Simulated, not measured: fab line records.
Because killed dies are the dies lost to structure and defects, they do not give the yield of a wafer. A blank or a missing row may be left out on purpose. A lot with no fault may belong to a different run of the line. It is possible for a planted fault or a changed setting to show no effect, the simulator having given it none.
fab line records -- flow nand_harc
[record] lots = 5, wafers = 13, last_day = 33
route steps=1302 shown A_CONTACT@1083 END@1302
lots untouched by any fault: they come from a run of this same line in which no faults occurred
start_h: hours from the record's first day to the start of the lot's first wafer shown -- wait_h: hours from the lot's prior step to this one -- " as in the row above -- L1.1+2: a single row standing in for several wafers -- - value missing, or start not given -- * or withheld: withheld -- < > ~ a bound
route shown NAME@n: names a module that has steps shown in the file, with the first one's number in the route -- usual: mean/standard deviation taken from wafers without a fault -- same: alike in all rows -- chamber/n: place in a boat -- sites: per-site readings -- _std_site: their standard deviation -- _edge_site: mean of outer sites minus mean of inner sites -- radius_mm: how far each site lies from the wafer's centre -- mask NAME#n: copy n -- behind: the tool/chamber that last shaped the wafer -- hold: why the lot was held/for how many hours/how that ended -- device: the n, p or np transistor that did not switch -- end of line: the route-end tests of the same wafers -- for a step that has no rows: nothing shown but its recipe -- killed: dies that structure and defects cost at the first sort, which is not the same as the wafer's yield -- map: the dies of a wafer, with x for killed, . for not killed, _ for no die there
set.NAME: the setting as run; set.NAME@STEP: as run at that earlier step -- model.NAME: the simulator's own value behind a step, which no gauge read
lots seen at some steps along the route; tables by step, rows by wafer
services: a tool's chamber out of use, with start hour (start_h, from the record's first day; less than 0 if before it), hours out, and reason
[[steps]]
[step NHARC_A_CONTACT_ETCH_89]
[recipe] target_depth_a = 2600, over_etch_frac = 0.3, time_s = 475.3, ion_energy_ev = 200, n2_flow_sccm = 150, h2_flow_sccm = 150, ar_flow_sccm = 0, rf_w = 400, bias_w = 150, chemistry = N2/H2
[step NHARC_A_CONTACT_ETCH_30]
[recipe] target_depth_a = 726, time_s = 36.3, cf4_flow_sccm = 100, chf3_flow_sccm = 30, ar_flow_sccm = 0, rf_w = 500, bias_w = 200, chemistry = CF4/CHF3
[step NHARC_A_CONTACT_ETCH_31]
[recipe] target_depth_a = 28000, over_etch_frac = 0.3, time_s = 728, ion_energy_ev = 150, o2_flow_sccm = 400, cos_flow_sccm = 20, ar_flow_sccm = 0, rf_w = 500, bias_w = 300, chemistry = O2/COS
[step NHARC_A_CONTACT_ETCH_134]
[recipe] source_w = withheld, pressure_mtorr = 20, bias_v = withheld, time_s = 140, target_depth_a = 7000, ar_flow_sccm = withheld, c4f8_flow_sccm = withheld, o2_flow_sccm = withheld, chemistry = C4F8/O2/Ar
[step NHARC_A_CONTACT_ETCH_135]
[recipe] source_w = withheld, pressure_mtorr = 20, bias_v = 1200, time_s = 311, target_depth_a = 19120, ar_flow_sccm = withheld, c4f8_flow_sccm = withheld, o2_flow_sccm = withheld, chemistry = C4F8/O2/Ar
lot.wafer,tool,chamber,start_h,wait_h,rf_hours_counter_h
L156.4,har_cap_etch-02,0,576.64,0.2,-
L156.3,har_cap_etch-02,1,576.64,0.2,-
L156.5,har_cap_etch-02,0,576.64,0.2,-
L159.1,har_cap_etch-01,0,590.48,0.2,14
L159.3,har_cap_etch-01,1,590.48,0.2,-
L159.4,har_cap_etch-01,0,590.48,0.2,-
L166.4,har_cap_etch-02,1,670.75,0.2,-
L172.1,har_cap_etch-03,0,729.79,0.2,79
L172.2,har_cap_etch-03,1,729.79,0.2,79
L172.4,har_cap_etch-03,1,729.79,0.2,-
L171.1,har_cap_etch-03,0,731.34,0.2,80
L171.4,har_cap_etch-03,1,731.34,0.2,-
L171.6,har_cap_etch-03,1,731.34,0.2,-
[step NHARC_A_CONTACT_ETCH_136]
[recipe] source_w = withheld, pressure_mtorr = 20, bias_v = 1200, time_s = 311, target_depth_a = 19120, ar_flow_sccm = withheld, c4f8_flow_sccm = withheld, o2_flow_sccm = withheld, chemistry = C4F8/O2/Ar
[step NHARC_A_CONTACT_ETCH_137]
[recipe] source_w = withheld, pressure_mtorr = 20, bias_v = 1200, time_s = 311, target_depth_a = 19120, ar_flow_sccm = withheld, c4f8_flow_sccm = withheld, o2_flow_sccm = withheld, chemistry = C4F8/O2/Ar
[step NHARC_A_CONTACT_ETCH_138]
[recipe] source_w = withheld, pressure_mtorr = 20, bias_v = 1200, time_s = 311, target_depth_a = 19140, ar_flow_sccm = withheld, c4f8_flow_sccm = withheld, o2_flow_sccm = withheld, chemistry = C4F8/O2/Ar
[step NHARC_A_CONTACT_ETCH_139]
[recipe] source_w = withheld, pressure_mtorr = 20, bias_v = 400, time_s = 195, target_depth_a = 8400, ar_flow_sccm = withheld, c4f8_flow_sccm = 11.5, o2_flow_sccm = 7.2, chemistry = C4F8/O2/Ar
[step NHARC_A_CONTACT_ETCH_92]
[recipe] target_depth_a = 400, over_etch_frac = 0.5, time_s = 85.7, ion_energy_ev = 120, ch3f_flow_sccm = 50, o2_flow_sccm = 30, ar_flow_sccm = 200, rf_w = 500, bias_w = 100, chemistry = CH3F/O2
[step NHARC_A_CONTACT_ETCH_98]
[recipe] target_depth_a = 200, over_etch_frac = 0.5, time_s = 10, ion_energy_ev = 250, c4f6_flow_sccm = 25, o2_flow_sccm = 20, ar_flow_sccm = 500, rf_w = 600, bias_w = 500, chemistry = C4F6/O2
[step NHARC_A_CONTACT_CD_MEAS_15]
[usual] cd_nm = 190.0/0.49
lot.wafer,tool,chamber,start_h,wait_h,cd_nm
L156.3,cd_sem-02,-,578.47,-,189.7
L156.4,cd_sem-02,-,578.47,-,190.7
L156.5,cd_sem-02,-,578.47,-,189.9
L159.1,cd_sem-02,-,592.31,-,188.9
L159.3,cd_sem-02,-,592.31,-,189.2
L159.4,cd_sem-02,-,592.31,-,188.4
L166.4,cd_sem-02,-,672.53,-,189.4
L172.1,cd_sem-01,-,731.64,-,189.8
L172.2,cd_sem-01,-,731.64,-,190.3
L172.4,cd_sem-01,-,731.64,-,190.0
L171.1,cd_sem-03,-,733.20,-,190.0
L171.4,cd_sem-03,-,733.20,-,190.3
L171.6,cd_sem-03,-,733.20,-,190.0
[step NHARC_A_CONTACT_STRIP_107]
[recipe] n2_flow_sccm = 150, h2_flow_sccm = 150, ar_flow_sccm = 0, bias_w = 0, chemistry = N2/H2
lot.wafer,tool,chamber,start_h,wait_h
L156.4+3+5,rie_diel-07,"3,0,2",578.55,0.1
L159.4+3+1,rie_diel-09,"3,1,2",592.38,0.1
L166.4,rie_diel-09,0,672.62,0.1
L172.1+2+4,rie_diel-07,"1,3,0",731.72,0.1
L171.1+4+6,rie_diel-04,"1,1,2",733.29,0.1
[step NHARC_A_CONTACT_STRIP_108]
[recipe] cf4_flow_sccm = 100, chf3_flow_sccm = 30, ar_flow_sccm = 0, bias_w = 0, chemistry = CF4/CHF3
[step NHARC_A_CONTACT_STRIP_109]
[recipe] o2_flow_sccm = 400, cos_flow_sccm = 20, ar_flow_sccm = 0, bias_w = 0, chemistry = O2/COS
[step NHARC_A_CONTACT_ETCH_110]
[recipe] target_depth_a = 600, overetch_a = 60, time_s = 33, ion_energy_ev = 100, cf4_flow_sccm = 80, o2_flow_sccm = 20, ar_flow_sccm = 0, rf_w = 300, bias_w = 100, chemistry = CF4/O2
[usual] bias_w = 99.99/0.29, cf4_flow_sccm = 79.97/0.27, drypump_motor_current_A = 5.8/0.34, oes_product_au = 0.998/0.0071, rf_vpp_V = 197.6/1.6, showerhead_plenum_p_Torr = 1.33/0.069, throttle_valve_pct = 13.399/0.0084
lot.wafer,tool,chamber,start_h,wait_h,bias_w,cf4_flow_sccm,drypump_motor_current_A,oes_product_au,rf_hours_counter_h,rf_vpp_V,showerhead_plenum_p_Torr,throttle_valve_pct
L156.3,rie_diel-07,1,578.76,0.1,100.59,80.22,5.7,0.995,29,197.1,1.29,13.405
L156.4,rie_diel-07,2,578.76,0.1,100.14,79.59,5.4,0.999,25,195.2,1.26,13.388
L156.5,rie_diel-07,0,578.76,0.1,100.29,79.58,5.5,1.003,-,198.7,1.44,13.409
L159.3,rie_diel-09,0,592.60,0.1,99.58,80.05,6.4,0.996,15,196.5,1.26,13.410
L159.1,rie_diel-09,1,592.60,0.1,99.70,79.95,5.6,1.005,16,198.4,1.40,13.396
L159.4,rie_diel-09,2,592.60,0.1,99.86,80.14,6.3,0.998,17,198.1,1.35,13.397
L166.4,rie_diel-09,0,672.82,0.0,99.59,80.44,6.4,0.999,27,196.4,1.26,13.406
L172.2,rie_diel-07,0,732.04,0.1,99.93,80.00,5.4,0.996,24,199.1,1.43,13.407
L172.4,rie_diel-07,1,732.04,0.1,99.81,80.13,5.7,1.012,24,196.7,1.28,13.411
L172.1,rie_diel-07,3,732.04,0.1,100.00,80.22,5.5,0.994,25,196.0,1.31,13.389
L171.1,rie_diel-04,1,733.53,0.1,99.51,79.81,5.7,0.990,8,199.7,1.42,13.399
L171.6,rie_diel-04,2,733.53,0.1,100.18,79.94,5.6,0.980,-,196.8,1.32,13.404
L171.4,rie_diel-04,0,733.53,0.1,100.02,79.35,5.6,0.985,-,199.8,1.43,13.390
[step NHARC_A_CONTACT_STRIP_26]
[recipe] o2_flow_sccm = 500, ar_flow_sccm = 0, bias_w = 0, chemistry = O2
[step NHARC_A_CONTACT_STRIP_27]
[recipe] time_s = 600, temp_c = 30, chemistry = post_etch_residue_remover
[step NHARC_A_CONTACT_ALD_18]
[recipe] target_thk_a = 30, pulse_time_s = 1, ald_cycles = 150, temp_c = 450, material = TiN
[usual] heater_power_w = 1102/110, precursor_pulse_height_rel = 1.000/0.02
lot.wafer,tool,chamber,start_h,wait_h,heater_power_w,precursor_pulse_height_rel,since_wet_clean_h
L156.3,ald_metal-04,0,579.41,-,984,1.003,95
L156.4,ald_metal-04,1,579.41,-,1033,0.992,-
L156.5,ald_metal-04,2,579.41,-,1167,0.988,-
L159.1,ald_metal-04,3,593.25,-,1159,1.032,109
L159.3,ald_metal-04,0,593.25,-,1006,0.975,109
L159.4,ald_metal-04,1,593.25,-,1058,0.980,109
L166.4,ald_metal-04,3,673.49,-,1116,0.982,11
L172.2,ald_metal-04,2,732.73,-,1144,1.010,70
L172.1,ald_metal-04,3,732.73,-,1130,0.996,71
L172.4,ald_metal-04,3,732.73,-,1095,0.991,-
L171.4,ald_metal-01,1,734.31,-,1254,1.030,20
L171.1,ald_metal-01,2,734.31,-,1016,0.991,20
L171.6,ald_metal-01,1,734.31,-,1269,1.009,-
[step NHARC_A_CONTACT_CVD_19]
[recipe] target_thk_a = 3000, temp_c = 300, pressure_torr = 40, wf6_flow_sccm = 40, h2_flow_sccm = 1600, ar_flow_sccm = 1560, time_s = 802, material = W
[usual] heater_power_w = 498/39, throttle_valve_pct = 8.0/0.36
lot.wafer,tool,chamber,start_h,wait_h,heater_power_w,since_wet_clean_h,throttle_valve_pct
L156.3,cvd_w-01,0,-,-,566,-,7.8
L156.4,cvd_w-01,1,-,-,460,-,7.6
L156.5,cvd_w-01,1,-,-,451,-,7.3
L159.1,cvd_w-01,1,-,-,467,34,7.6
L159.4,cvd_w-01,0,-,-,557,-,7.5
L159.3,cvd_w-01,1,-,-,461,-,7.5
L166.4,cvd_w-02,1,-,-,454,-,8.2
L172.1,cvd_w-02,1,-,-,460,89,8.0
L172.2,cvd_w-02,0,-,-,506,89,8.4
L172.4,cvd_w-02,1,-,-,451,-,8.0
L171.1,cvd_w-02,0,-,-,495,90,8.2
L171.4,cvd_w-02,1,-,-,453,-,8.1
L171.6,cvd_w-02,0,-,-,500,-,8.6
[step NHARC_A_CONTACT_CMP_20]
[recipe] t_overpolish_s = 30, target_thk_nm = 300
[usual] motor_current_A = 12.4/0.75, overpolish_run_s = 29.999/0.0088, time_to_endpoint_s = 59.3/2.4
[same] t_overpolish_s = 30
lot.wafer,tool,chamber,start_h,wait_h,motor_current_A,overpolish_run_s,time_to_endpoint_s
L156.3,cmp-03,3,580.54,0.5,11.4,29.997,58.4
L156.4,cmp-03,0,580.54,0.5,13.3,29.991,55.5
L156.5,cmp-03,3,580.54,0.5,11.6,30.002,58.5
L159.1,cmp-04,3,594.34,0.6,12.9,30.011,58.0
L159.4,cmp-04,1,594.34,0.6,12.6,30.007,51.9
L159.3,cmp-04,2,594.34,0.6,12.1,29.995,57.6
L166.4,cmp-04,1,674.64,0.5,12.5,29.991,61.8
L172.1,cmp-01,0,733.89,0.8,11.8,30.004,61.7
L172.2,cmp-01,1,733.89,0.8,12.3,30.010,61.0
L172.4,cmp-01,2,733.89,0.8,11.2,30.001,60.5
L171.4,cmp-01,3,735.40,0.4,11.6,30.001,60.4
L171.1,cmp-01,0,735.40,0.4,12.5,30.012,61.7
L171.6,cmp-01,0,735.40,0.4,12.9,29.987,59.2
[step NHARC_A_CONTACT_SRD_22]
[step NHARC_END_SORT_01]
[recipe] temp_c = 25
[usual] killed_at_array = 52/20, killed_at_other = 1.0/1.3, killed_at_periphery = 3.7/2.2, killed_dies = 57/20, killed_open = 3.2/1.6, killed_short = 2.4/1.6
[same] gross_dies = 677
lot.wafer,tool,chamber,start_h,wait_h,killed_at_array,killed_at_other,killed_at_periphery,killed_dies,killed_open,killed_short
L166.4,prober-01,0,737.89,3.4,119,2,2,123,2,1
// killed by level:class
L166.4 A_CONTACT:unspecified=70 A_CHANNEL_HOLE_D2:chamber_film_flake=22 A_CHANNEL_HOLE_D1:chamber_film_flake=10 A_CONTACT:chamber_film_flake=7 A_STAIRCASE:chamber_film_flake=3 A_SLIT:chamber_film_flake=3 THIN_TSV:chamber_film_flake=2 A_CHANNEL_HOLE_D1:geometric_particle:short=1
// map L166.4 (x killed, . not)
____________.____________
_________.x....._________
_______.x........._______
______..x..........______
_____x.............._____
____xxxxx......x.....____
____xxxxx............____
___xxxxxx......x......___
___xxxxxxxx.x.........___
__xxxxxxxxxxxx.........__
__xxxxxxxxxxx.xx.......__
_.xxxxxxxxx.xxx........._
_..xxxxxxxx.x..........._
_.x.xxxxxxxx..x........._
_.xxxxxxx..............._
_.xxxxxx.xx.........x..._
...x.xxx...x......x......
.........................
x........................
..........xx.............
.x.......................
_......................._
_..x...................._
_......................._
_.x....................._
_......................._
__.....................__
__........x............__
___.......x......x.x..___
___........x.......x..___
____........x........____
____.................____
_____..............._____
______.............______
_______.x........._______
_________......._________
____________.____________
// map L159.1 (x killed, . not)
____________.____________
_________....x.._________
_______..........._______
______.............______
_____....x.x........_____
____.................____
____.................____
___.x.................___
___.....x.............___
__.....................__
__.....................__
_.....................x._
_......................._
_.......x..............._
_.....xx..x............._
_.....xx.........xx....._
.....xx.x................
.........x......x..x.....
......x.x................
.........................
.......xxx..x............
_......................._
_......................._
_..................xx..._
_.....................x._
_................x.xxx.._
__......x..........xx.x__
__......x.........xxxxx__
___...............xxxx___
___...............xxxx___
____...............xx____
____..............x.x____
_____.........x...xx_____
______............x______
_______..........._______
_________......._________
____________.____________
[[services]]
tool,chamber,start_h,hours,kind
rie_diel-04,1,558.39,3.9,repair
cvd_w-02,1,570.91,12.2,repair
ald_metal-04,3,574.34,14.6,repair
cvd_w-02,0,575.40,6.0,repair
cvd_w-02,-,584.96,1.1,repair
cmp-01,-,585.98,4.0,pm
rie_diel-07,2,603.01,4.5,repair
rie_diel-07,2,625.11,9.1,repair
rie_diel-09,-,626.52,6.0,repair
cvd_w-02,-,631.53,13.0,pm
rie_diel-09,2,648.15,3.2,repair
ald_metal-04,-,651.02,1.3,repair
rie_diel-07,-,651.12,9.0,pm
cmp-01,-,668.25,1.4,repair
rie_diel-09,-,674.47,9.0,pm
cvd_w-02,-,675.12,0.2,repair
cmp-01,-,683.99,4.0,pm
rie_diel-04,-,709.15,9.0,pm
rie_diel-07,2,709.44,22.5,repair
ald_metal-04,1,713.10,29.0,repair
rie_diel-07,-,717.48,1.9,repair
cvd_w-01,-,728.00,13.0,pm
cvd_w-02,0,728.41,3.4,repair
rie_diel-04,3,732.54,9.0,repair
[[key]]
[first_sign] step = NHARC_END_SORT_01, reading = killed_at_array, direction = up, sigmas = 3.4, usual = 52, struck = 119
[effect] step = NHARC_END_SORT_01, reading = killed_dies, direction = up, sigmas = 3.3, usual = 57, struck = 123
[more_kills_born_at] NHARC_A_CONTACT_STRIP_107@rie_diel-09 = 70
met_at NHARC_A_CONTACT_STRIP_107
struck_wafers L166.4
tester_left_out L166
also_fits NHARC_A_CONTACT_ETCH_135:har_cap_etch-02,NHARC_A_CONTACT_ETCH_110:rie_diel-09,NHARC_A_CONTACT_CMP_20:cmp-04
[fault] kind = chamber_particle_source, tool = rie_diel-09, chamber = 0, onset_h = 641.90, steps = NHARC_A_CONTACT_STRIP_107, rate_per_visit_cm2 = 0.62954, end_h = 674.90
// tester_left_out: of these lots the tester's yield and bins aren't shown, on N5 and GAA mostly nor the transistor test; their killed dies are dies lost to structure and defects alone, not to doping, threshold or leakage, so they don't give the yield
